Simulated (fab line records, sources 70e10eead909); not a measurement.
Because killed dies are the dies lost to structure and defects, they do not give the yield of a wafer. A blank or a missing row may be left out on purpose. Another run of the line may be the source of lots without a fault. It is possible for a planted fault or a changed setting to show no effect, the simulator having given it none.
Which tool is to blame? | flow nand-harc | 24 lots with 72 wafers sampled at 6 steps, on a route of 1302 steps

WHAT THE GAUGES READ, wafer by wafer
NHARC_HYBRID_BOND_INSPECT_06: inspects for defects (ir void). Usual: raw-defect-count at 88, with a standard deviation of 38.
lot  | measured     | on                | raw-defect-count | flag
L074 | day 23 19:21 | defect-inspect-02 | 30 16 22         |
L075 | day 23 19:21 | defect-inspect-01 | 141 170 160      |
L077 | day 24 15:01 | defect-inspect-01 | 119 129 116      |
L076 | day 24 15:01 | defect-inspect-02 | 81 73 69         |
L078 | day 24 23:32 | defect-inspect-01 | 75 71 70         |
L079 | day 25 07:49 | defect-inspect-02 | 133 142 144      |
L080 | day 26 05:07 | defect-inspect-01 | 61 72 77         |
L081 | day 26 05:07 | defect-inspect-02 | 102 72 74        |
L082 | day 26 21:11 | defect-inspect-02 | 33 37 26         |
L083 | day 27 08:16 | defect-inspect-01 | 142 126 143      |
L084 | day 28 08:01 | defect-inspect-01 | 80 55 65         |
L085 | day 28 08:03 | defect-inspect-01 | 105 120 122      |
L086 | day 28 08:01 | defect-inspect-02 | 37 47 59         |
L087 | day 28 23:00 | defect-inspect-02 | 85 89 67         |
L089 | day 29 16:35 | defect-inspect-02 | 71 110 109       |
L088 | day 29 23:44 | defect-inspect-01 | 158 144 162      |
L091 | day 30 06:44 | defect-inspect-02 | 84 84 93         |
L090 | day 31 03:37 | defect-inspect-01 | 103 114 123      |
L092 | day 31 22:44 | defect-inspect-02 | 64 76 72         |
L095 | day 31 22:44 | defect-inspect-01 | 47 49 40         |
L093 | day 31 22:46 | defect-inspect-01 | 89 104 73        |
L094 | day 31 22:46 | defect-inspect-02 | 109 119 107      |
L096 | day 32 11:32 | defect-inspect-01 | 74 89 81         |
L097 | day 33 05:30 | defect-inspect-02 | 36 37 30         |

WHAT TOOL EACH LOT RAN ON (gives the tool, then ch and the chambers of the sampled wafers, and finally the start)
lot  | NHARC_A_CONTACT_CMP_20        | NHARC_A_M0_PVD_20                       | NHARC_A_M1_ETCH_35                 | NHARC_A_M1_ANNEAL_31             | NHARC_A_M1_PRE_CLEAN_32
L074 | cmp-01 ch 0,2, day 22 17:26   | pvd-sputter-02, day 23 02:37 or earlier | rie-diel-11 ch 1,2,3, day 23 02:37 | rtp-anneal-02 ch 0, day 23 04:17 | pecvd-04 ch 0,1, day 23 05:10
L075 | cmp-01 ch 1,2,3, day 22 18:39 | pvd-sputter-01, day 23 03:36 or earlier | rie-diel-04 ch 0,2,3, day 23 03:36 | rtp-anneal-02 ch 0, day 23 05:20 | pecvd-04 ch 1,2, day 23 06:13
L077 | cmp-03 ch 0,1,2, day 23 13:07 | pvd-sputter-01, day 23 22:22 or earlier | rie-diel-11 ch 0,3, day 23 22:22   | rtp-anneal-01 ch 0, day 24 00:02 | pecvd-02 ch 0,1, day 24 00:56
L076 | cmp-02 ch 0,1,3, day 23 13:47 | pvd-sputter-02, day 23 22:56 or earlier | rie-diel-11 ch 0,1,2, day 23 22:56 | rtp-anneal-01 ch 0, day 24 00:39 | pecvd-01 ch 1,2, day 24 01:28
L078 | cmp-01 ch 1,2, day 23 19:52   | pvd-sputter-03, day 24 05:08 or earlier | rie-diel-11 ch 0,2,3, day 24 05:08 | rtp-anneal-01 ch 0, day 24 07:02 | pecvd-02 ch 0,1,2, day 24 07:48
L079 | cmp-03 ch 0,1,3, day 24 05:41 | pvd-sputter-02, day 24 15:06 or earlier | rie-diel-11 ch 0,3, day 24 15:06   | rtp-anneal-02 ch 0, day 24 16:50 | pecvd-04 ch 1,2, day 24 17:42
L080 | cmp-02 ch 0,1, day 25 00:57   | pvd-sputter-02, day 25 10:07 or earlier | rie-diel-08 ch 0,1,3, day 25 10:07 | rtp-anneal-02 ch 0, day 25 11:46 | pecvd-02 ch 0,1,2, day 25 12:40
L081 | cmp-02 ch 1,3, day 25 02:13   | pvd-sputter-02, day 25 11:19 or earlier | rie-diel-04 ch 0,3, day 25 11:19   | rtp-anneal-01 ch 0, day 25 13:00 | pecvd-01 ch 0,2, day 25 13:54
L082 | cmp-03 ch 1,2,3, day 25 16:19 | pvd-sputter-02, day 26 01:30 or earlier | rie-diel-11 ch 0,2,3, day 26 01:30 | rtp-anneal-01 ch 0, day 26 03:10 | pecvd-04 ch 1,2, day 26 04:04
L083 | cmp-03 ch 0,1, day 26 03:46   | pvd-sputter-01, day 26 12:50 or earlier | rie-diel-08 ch 0,1, day 26 12:50   | rtp-anneal-01 ch 0, day 26 14:31 | pecvd-02 ch 0,1,2, day 26 15:24
L084 | cmp-03 ch 0,2,3, day 27 03:30 | pvd-sputter-01, day 27 12:46 or earlier | rie-diel-11 ch 0,2,3, day 27 12:46 | rtp-anneal-01 ch 0, day 27 14:30 | pecvd-02 ch 0,1,2, day 27 15:42
L085 | cmp-03 ch 0,1,2, day 27 05:14 | pvd-sputter-03, day 27 14:22 or earlier | rie-diel-11 ch 1,2, day 27 14:22   | rtp-anneal-01 ch 0, day 27 16:07 | pecvd-02 ch 1,2, day 27 17:11
L086 | cmp-03 ch 0,1,2, day 27 06:53 | pvd-sputter-03, day 27 16:32 or earlier | rie-diel-08 ch 0,1,2, day 27 16:32 | rtp-anneal-02 ch 0, day 27 18:16 | pecvd-01 ch 0,1,2, day 27 19:09
L087 | cmp-02 ch 2,3, day 27 18:41   | pvd-sputter-02, day 28 03:40 or earlier | rie-diel-11 ch 1,2,3, day 28 03:40 | rtp-anneal-01 ch 0, day 28 05:29 | pecvd-04 ch 0,1,2, day 28 06:15
L089 | cmp-01 ch 0,1, day 28 12:26   | pvd-sputter-02, day 28 21:53 or earlier | rie-diel-11 ch 0,2, day 28 21:53   | rtp-anneal-01 ch 0, day 28 23:41 | pecvd-02 ch 1,2, day 29 00:28
L088 | cmp-01 ch 0,1,3, day 28 21:14 | pvd-sputter-01, day 29 06:11 or earlier | rie-diel-08 ch 0,2,3, day 29 06:11 | rtp-anneal-01 ch 0, day 29 07:51 | pecvd-04 ch 0,2, day 29 08:44
L091 | cmp-02 ch 0,1,3, day 29 03:33 | pvd-sputter-02, day 29 12:44 or earlier | rie-diel-11 ch 0,1, day 29 12:44   | rtp-anneal-01 ch 0, day 29 14:25 | pecvd-04 ch 1,2, day 29 15:17
L090 | cmp-01 ch 1,2, day 29 22:16   | pvd-sputter-03, day 30 07:58 or earlier | rie-diel-11 ch 0,2, day 30 07:58   | rtp-anneal-02 ch 0, day 30 09:42 | pecvd-01 ch 1,2, day 30 10:35
L092 | cmp-02 ch 0,1,2, day 30 07:52 | pvd-sputter-02, day 30 20:27 or earlier | rie-diel-08 ch 1,3, day 30 20:27   | rtp-anneal-01 ch 0, day 30 22:08 | pecvd-02 ch 0,1,2, day 30 23:20
L095 | cmp-02 ch 0,2,3, day 30 16:49 | pvd-sputter-01, day 31 02:29 or earlier | rie-diel-11 ch 0,2, day 31 02:29   | rtp-anneal-02 ch 0, day 31 04:08 | pecvd-01 ch 0,1,2, day 31 05:01
L093 | cmp-02 ch 0,1, day 30 21:41   | pvd-sputter-02, day 31 06:49 or earlier | rie-diel-11 ch 0,3, day 31 06:49   | rtp-anneal-02 ch 0, day 31 08:28 | pecvd-01 ch 0,1, day 31 09:22
L094 | cmp-03 ch 0,1,2, day 30 21:50 | pvd-sputter-03, day 31 07:16 or earlier | rie-diel-04 ch 0,2, day 31 07:16   | rtp-anneal-02 ch 0, day 31 08:59 | pecvd-04 ch 0,2, day 31 09:52
L096 | cmp-01 ch 0,1,2, day 31 06:04 | pvd-sputter-03, day 31 15:47 or earlier | rie-diel-08 ch 1,2,3, day 31 15:47 | rtp-anneal-02 ch 0, day 31 17:31 | pecvd-01 ch 0,2, day 31 18:26
L097 | cmp-03 ch 0,1,2, day 32 03:45 | pvd-sputter-01, day 32 13:05 or earlier | rie-diel-04 ch 0,3, day 32 13:05   | rtp-anneal-01 ch 0, day 32 14:50 | pecvd-01 ch 0,1,2, day 32 15:43
- NHARC_A_CONTACT_CMP_20: polishes, t overpolish 30 s, target thk 300 nm.
- NHARC_A_M0_PVD_20: deposits TaN, target thk 5 nm, time 8.06 s.
- NHARC_A_M1_ETCH_35: etches the open film in N2/H2, target depth 40 nm, overetch 12 nm, time 43.94 s.
- NHARC_A_M1_ANNEAL_31: time 90 s.
- NHARC_A_M1_PRE_CLEAN_32: time 12 s.

WHAT THE TOOLS THEMSELVES READ (means of the sampled wafers that have a number; where no wafer has one, the mark that the record gives instead)
NHARC_A_CONTACT_CMP_20. Usual: motor-current-A 12.3 A, standard deviation 0.94; overpolish-run-s 30.000 s, standard deviation 0.009; time-to-endpoint-s 59.2 s, standard deviation 2.5.
lot  | tool   | motor-current-A (A) | overpolish-run-s (s) | time-to-endpoint-s (s) | flag
L074 | cmp-01 | 12.6                | 30.009               | 59.8                   |
L075 | cmp-01 | 12.9                | 29.995               | 58.3                   |
L077 | cmp-03 | 12.4                | 30.000               | 60.7                   |
L076 | cmp-02 | 12.2                | 30.002               | 60.8                   |
L078 | cmp-01 | 12.9                | 30.006               | 55.6                   |
L079 | cmp-03 | 12.4                | 30.001               | 60.8                   |
L080 | cmp-02 | 12.7                | 29.996               | 59.0                   |
L081 | cmp-02 | 11.7                | 29.996               | 58.6                   |
L082 | cmp-03 | 11.6                | 29.993               | 59.4                   |
L083 | cmp-03 | 13.5                | 29.995               | 59.6                   |
L084 | cmp-03 | 11.7                | 30.000               | 56.7                   |
L085 | cmp-03 | 12.5                | 29.997               | 57.1                   |
L086 | cmp-03 | 12.8                | 29.997               | 57.7                   |
L087 | cmp-02 | 12.6                | 30.000               | 56.2                   |
L089 | cmp-01 | 13.1                | 30.001               | 61.3                   |
L088 | cmp-01 | 12.6                | 29.998               | 59.3                   |
L091 | cmp-02 | 12.0                | 30.006               | 59.0                   |
L090 | cmp-01 | 13.2                | 29.995               | 62.1                   |
L092 | cmp-02 | 12.3                | 30.004               | 59.1                   |
L095 | cmp-02 | 12.3                | 30.000               | 59.8                   |
L093 | cmp-02 | 12.1                | 30.003               | 56.5                   |
L094 | cmp-03 | 12.3                | 29.999               | 64.4                   |
L096 | cmp-01 | 12.8                | 30.003               | 57.8                   |
L097 | cmp-03 | 12.6                | 30.000               | 59.7                   |

NHARC_A_M0_PVD_20. Usual: throttle-valve-pct at 30.2 %, with a standard deviation of 1.2.
lot  | tool           | throttle-valve-pct (%) | flag
L074 | pvd-sputter-02 | 31.2                   |
L075 | pvd-sputter-01 | 29.8                   |
L077 | pvd-sputter-01 | 28.9                   |
L076 | pvd-sputter-02 | 31.2                   |
L078 | pvd-sputter-03 | 29.4                   |
L079 | pvd-sputter-02 | 31.2                   |
L080 | pvd-sputter-02 | 31.3                   |
L081 | pvd-sputter-02 | 31.1                   |
L082 | pvd-sputter-02 | 31.4                   |
L083 | pvd-sputter-01 | 30.7                   |
L084 | pvd-sputter-01 | 28.8                   |
L085 | pvd-sputter-03 | 28.7                   |
L086 | pvd-sputter-03 | 29.4                   |
L087 | pvd-sputter-02 | 30.4                   |
L089 | pvd-sputter-02 | 30.3                   |
L088 | pvd-sputter-01 | 29.7                   |
L091 | pvd-sputter-02 | 31.2                   |
L090 | pvd-sputter-03 | 29.5                   |
L092 | pvd-sputter-02 | 31.2                   |
L095 | pvd-sputter-01 | 28.6                   |
L093 | pvd-sputter-02 | 31.6                   |
L094 | pvd-sputter-03 | 29.4                   |
L096 | pvd-sputter-03 | 29.6                   |
L097 | pvd-sputter-01 | 29.5                   |

NHARC_A_M1_ETCH_35. Usual: chamber-pressure-mTorr 30.001 mTorr, standard deviation 0.026; drypump-motor-current-A 5.6 A, standard deviation 0.52; oes-product-au 0.999 a.u., standard deviation 0.0075; rf-vpp-V 429.5 V, standard deviation 2.1; showerhead-plenum-p-Torr 2.01 Torr, standard deviation 0.072; throttle-valve-pct 14.172 %, standard deviation 0.01.
lot  | tool        | chamber-pressure-mTorr (mTorr) | drypump-motor-current-A (A) | oes-product-au (a.u.) | rf-vpp-V (V) | showerhead-plenum-p-Torr (Torr) | throttle-valve-pct (%) | flag
L074 | rie-diel-11 | 29.994                         | 5.2                         | 1.005                 | 428.5        | 1.97                            | 14.168                 |
L075 | rie-diel-04 | 30.004                         | 5.6                         | 0.995                 | 431.1        | 2.06                            | 14.173                 |
L077 | rie-diel-11 | 30.005                         | 6.0                         | 1.008                 | 431.1        | 2.07                            | 14.177                 |
L076 | rie-diel-11 | 29.997                         | 5.8                         | 1.004                 | 428.9        | 1.98                            | 14.170                 |
L078 | rie-diel-11 | 29.988                         | 5.6                         | 1.003                 | 430.0        | 2.01                            | 14.170                 |
L079 | rie-diel-11 | 30.029                         | 5.4                         | 0.988                 | 430.8        | 2.06                            | 14.184                 |
L080 | rie-diel-08 | 30.007                         | 5.9                         | 1.000                 | 430.7        | 2.02                            | 14.173                 |
L081 | rie-diel-04 | 30.023                         | 5.6                         | 1.002                 | 432.1        | 2.07                            | 14.180                 |
L082 | rie-diel-11 | 29.997                         | 5.6                         | 0.995                 | 429.4        | 2.01                            | 14.172                 |
L083 | rie-diel-08 | 30.012                         | 6.1                         | 1.002                 | 430.1        | 2.04                            | 14.171                 |
L084 | rie-diel-11 | 30.007                         | 5.7                         | 1.003                 | 430.4        | 2.01                            | 14.174                 |
L085 | rie-diel-11 | 30.009                         | 5.4                         | 0.991                 | 426.9        | 1.91                            | 14.182                 |
L086 | rie-diel-08 | 30.001                         | 5.8                         | 0.999                 | 429.1        | 2.00                            | 14.172                 |
L087 | rie-diel-11 | 30.002                         | 5.2                         | 1.002                 | 428.4        | 1.96                            | 14.164                 |
L089 | rie-diel-11 | 30.016                         | 5.8                         | 0.997                 | 427.5        | 1.95                            | 14.168                 |
L088 | rie-diel-08 | 29.994                         | 5.7                         | 1.002                 | 428.8        | 1.97                            | 14.163                 |
L091 | rie-diel-11 | 29.991                         | 5.7                         | 1.001                 | 428.6        | 1.99                            | 14.181                 |
L090 | rie-diel-11 | 30.029                         | 5.8                         | 0.994                 | 428.8        | 1.95                            | 14.165                 |
L092 | rie-diel-08 | 29.981                         | 5.7                         | 0.998                 | 429.5        | 2.00                            | 14.169                 |
L095 | rie-diel-11 | 29.985                         | 6.2                         | 0.991                 | 429.3        | 2.02                            | 14.174                 |
L093 | rie-diel-11 | 30.012                         | 5.4                         | 0.993                 | 430.4        | 2.06                            | 14.173                 |
L094 | rie-diel-04 | 29.998                         | 5.5                         | 1.001                 | 430.1        | 2.03                            | 14.169                 |
L096 | rie-diel-08 | 29.980                         | 5.6                         | 1.004                 | 428.1        | 1.97                            | 14.169                 |
L097 | rie-diel-04 | 29.998                         | 5.7                         | 0.998                 | 430.1        | 2.04                            | 14.163                 |

NHARC_A_M1_ANNEAL_31. Usual: wafer_temp_C_max at 226.5, with a standard deviation of 0.49.
lot  | tool          | wafer_temp_C_max | flag
L074 | rtp-anneal-02 | 226.1            |
L075 | rtp-anneal-02 | 226.2            |
L077 | rtp-anneal-01 | 226.8            |
L076 | rtp-anneal-01 | 226.7            |
L078 | rtp-anneal-01 | 226.9            |
L079 | rtp-anneal-02 | 226.1            |
L080 | rtp-anneal-02 | 226.0            |
L081 | rtp-anneal-01 | 227.0            |
L082 | rtp-anneal-01 | 226.8            |
L083 | rtp-anneal-01 | 226.3            |
L084 | rtp-anneal-01 | 227.1            |
L085 | rtp-anneal-01 | 226.6            |
L086 | rtp-anneal-02 | 225.9            |
L087 | rtp-anneal-01 | 227.1            |
L089 | rtp-anneal-01 | 227.0            |
L088 | rtp-anneal-01 | 226.5            |
L091 | rtp-anneal-01 | 226.6            |
L090 | rtp-anneal-02 | 226.0            |
L092 | rtp-anneal-01 | 226.9            |
L095 | rtp-anneal-02 | 226.1            |
L093 | rtp-anneal-02 | 226.1            |
L094 | rtp-anneal-02 | 225.9            |
L096 | rtp-anneal-02 | 225.9            |
L097 | rtp-anneal-01 | 226.9            |

NHARC_A_M1_PRE_CLEAN_32. Usual: heater-power-w at 633 W, with a standard deviation of 110.
lot  | tool     | heater-power-w (W) | flag
L074 | pecvd-04 | 671                |
L075 | pecvd-04 | 558                |
L077 | pecvd-02 | 701                |
L076 | pecvd-01 | 672                |
L078 | pecvd-02 | 715                |
L079 | pecvd-04 | 576                |
L080 | pecvd-02 | 697                |
L081 | pecvd-01 | 606                |
L082 | pecvd-04 | 528                |
L083 | pecvd-02 | 687                |
L084 | pecvd-02 | 735                |
L085 | pecvd-02 | 612                |
L086 | pecvd-01 | 595                |
L087 | pecvd-04 | 579                |
L089 | pecvd-02 | 673                |
L088 | pecvd-04 | 641                |
L091 | pecvd-04 | 581                |
L090 | pecvd-01 | 658                |
L092 | pecvd-02 | 678                |
L095 | pecvd-01 | 589                |
L093 | pecvd-01 | 560                |
L094 | pecvd-04 | 607                |
L096 | pecvd-01 | 545                |
L097 | pecvd-01 | 539                |

THE ANSWER, worked out from the rows above alone
Rule: a lot counts as off when the mean over its wafers that have a number is more than 3 standard deviations away from the usual mean. A lot without any number at a reading at which 4 lots or more have one is off too. Any other lot the step has rows for is counted as sound. After the gauges, taken in route order, come the tools' own readings; for these a lot's mean is taken, as printed above. The first step at which some lot is off is used, and at that step the reading that is off furthest; a lot without a number counts as furthest.
Across all readings shown, no lot is off: no conclusion can be drawn from this.

WHAT THE SIMULATOR HAD INSERTED
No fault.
